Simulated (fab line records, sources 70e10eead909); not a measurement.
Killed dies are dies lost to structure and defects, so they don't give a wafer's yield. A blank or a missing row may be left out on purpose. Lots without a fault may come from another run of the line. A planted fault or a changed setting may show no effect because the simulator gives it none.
Chamber matching | flow nand_harc | NHARC_A_ZERO_WELL_DESCUM_12 on rie_diel-05: 3 sister chambers
The step chemistry O2, time 3 s. 14 wafers are shown with their chamber, then 4 later ones without.

WAFERS WITH THEIR CHAMBER
wafer  | chamber | oes_product_au (a.u.) | rf_vpp_V (V) | throttle_valve_pct (%)
L511.1 | 0       | 0.997                 | 58.1         | 11.301
L511.5 | 0       | 0.994                 | 57.6         | 11.309
L511.6 | 3       | 1.002                 | 58.1         | 11.309
L514.1 | 3       | 1.002                 | 57.1         | 11.312
L514.2 | 0       | 1.011                 | 56.7         | 11.307
L514.6 | 1       | 0.996                 | 56.3         | 11.302
L515.1 | 3       | 0.994                 | 56.5         | 11.317
L515.3 | 0       | 1.000                 | 55.6         | 11.319
L515.5 | 0       | 1.002                 | 56.8         | 11.302
L521.3 | 0       | 1.004                 | 58.9         | 11.310
L521.5 | 0       | 1.007                 | 58.0         | 11.307
L521.6 | 1       | 0.996                 | 56.8         | 11.317
L522.1 | 0       | 1.001                 | 56.5         | 11.302
L522.5 | 1       | 0.994                 | 56.7         | 11.320

SIGNATURES (means of the wafers above)
reading            | chamber 0 | chamber 1 | chamber 3 | scatter within a chamber
oes_product_au     | 1.00200   | 0.99533   | 0.99933   | 0.00476
rf_vpp_V           | 57.275    | 56.600    | 57.233    | 0.923
throttle_valve_pct | 11.30712  | 11.31300  | 11.31267  | 0.00648
Rule: a wafer's distance from a chamber is the root of the sum, over the readings, of the square of ((its reading less the chamber's mean) divided by the reading's scatter). The wafer belongs to the nearest chamber; if the next one is less than 2 further off, it can't be placed. The scatter: the root of (the sum of the squares of (reading less its chamber's mean) over the shown wafers, divided by (wafers less chambers)).

WAFERS WITHOUT THEIR CHAMBER
wafer  | oes_product_au (a.u.) | rf_vpp_V (V) | throttle_valve_pct (%)
L522.6 | 0.993                 | 57.2         | 11.302
L526.3 | 0.996                 | 56.8         | 11.307
L526.4 | 0.998                 | 58.5         | 11.326
L529.1 | 0.999                 | 57.4         | 11.306

WHICH CHAMBER EACH WENT THROUGH
wafer  | from the rows above          | in truth
L522.6 | can't be placed: 1 or 0 or 3 | 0
L526.3 | can't be placed: 1 or 3 or 0 | 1
L526.4 | can't be placed: 3 or 1 or 0 | 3
L529.1 | can't be placed: 0 or 3 or 1 | 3
Placed correctly: 0 of 4. Can't be placed from these rows: 4 (the true chamber is among the candidates in 4). Placed wrongly: 0.
